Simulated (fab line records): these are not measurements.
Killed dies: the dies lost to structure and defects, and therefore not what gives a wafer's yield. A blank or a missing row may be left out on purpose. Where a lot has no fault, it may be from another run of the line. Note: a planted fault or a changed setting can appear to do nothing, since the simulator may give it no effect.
A lot that was struck, set against a sound lot | flow nandHarc | 13 steps out of a route of 1302
Sound: the wafers L275.1, L275.2, L275.5. Struck: wafers L265.3, L265.5, L265.6. Last of all comes the cause.
Per side, at each step with rows, come the tool, then ch with its chambers, and then its first start. Under that, the readings that differ: sound wafers | struck wafers | difference of the means | sigmas: that difference in standard deviations of wafers without a fault.
alike: a reading whose means differ by less than 2 such deviations, as well as words and numbers matching on both sides. not compared: withheld readings; readings where some wafer has no value; bounds like >300 that might hide an equal value; numbers whose values overlap and for which the record gives no deviation.
A row with sigmas, a row that says differs or no value, or rows on one side alone: a step with any of these is where the two part. Numbers that don't overlap but have no deviation are shown without sigmas and don't part them. A reading that every wafer of one side lacks parts them only if that side has two wafers or more.

NHARC_P_CONTACT_CMP_01: polishes SiO2, target thk 200 nm.
  sound on cmp-01 ch 2,3, day 12 13:42; struck on cmp-01 ch 0,1,3, day 8 08:29
  alike: motorCurrentA
then, 10 steps without rows for these wafers: NHARC_P_CONTACT_SRD_03; NHARC_P_CONTACT_DEHYDRATE_04 (time 120 s); NHARC_P_CONTACT_HMDS_05 (time 30 s); NHARC_P_CONTACT_COAT_33 (time 75 s); NHARC_P_CONTACT_COAT_34 (time 65 s); NHARC_P_CONTACT_COAT_06 (resist thk 90 nm); NHARC_P_CONTACT_SOFTBAKE_07 (time 55 s); NHARC_P_CONTACT_EBR_08; NHARC_P_CONTACT_EXPOSE_09 (exposes mask P CA, target cd 90 nm); NHARC_P_CONTACT_PEB_10 (peb time 65 s).
NHARC_P_CONTACT_DEVELOP_11: develop time 35 s.
  struck on lithoTrack-04, day 8 09:00; sound on lithoTrack-04 ch 0, day 12 14:00
  no value came back on the struck wafers for chillPlateTempC (C), developTimeS (s), exhaustPa (Pa); on the sound wafers chillPlateTempC (C) reads 23.13 23.24 23.09
NHARC_P_CONTACT_CD_MEAS_12: target cd 90 nm.
  sound on cdSem-02 ch 0, day 12 14:24; struck on cdSem-03 ch 0, day 8 09:17
reading   | sound          | struck | difference                    | sigmas
cdNm (nm) | 89.9 91.0 90.6 | - - -  | no value on the struck wafers | 

WHERE THEY PART
First at NHARC_P_CONTACT_DEVELOP_11; last, within this record, at NHARC_P_CONTACT_CD_MEAS_12.

WHY: what had been put in by the simulator
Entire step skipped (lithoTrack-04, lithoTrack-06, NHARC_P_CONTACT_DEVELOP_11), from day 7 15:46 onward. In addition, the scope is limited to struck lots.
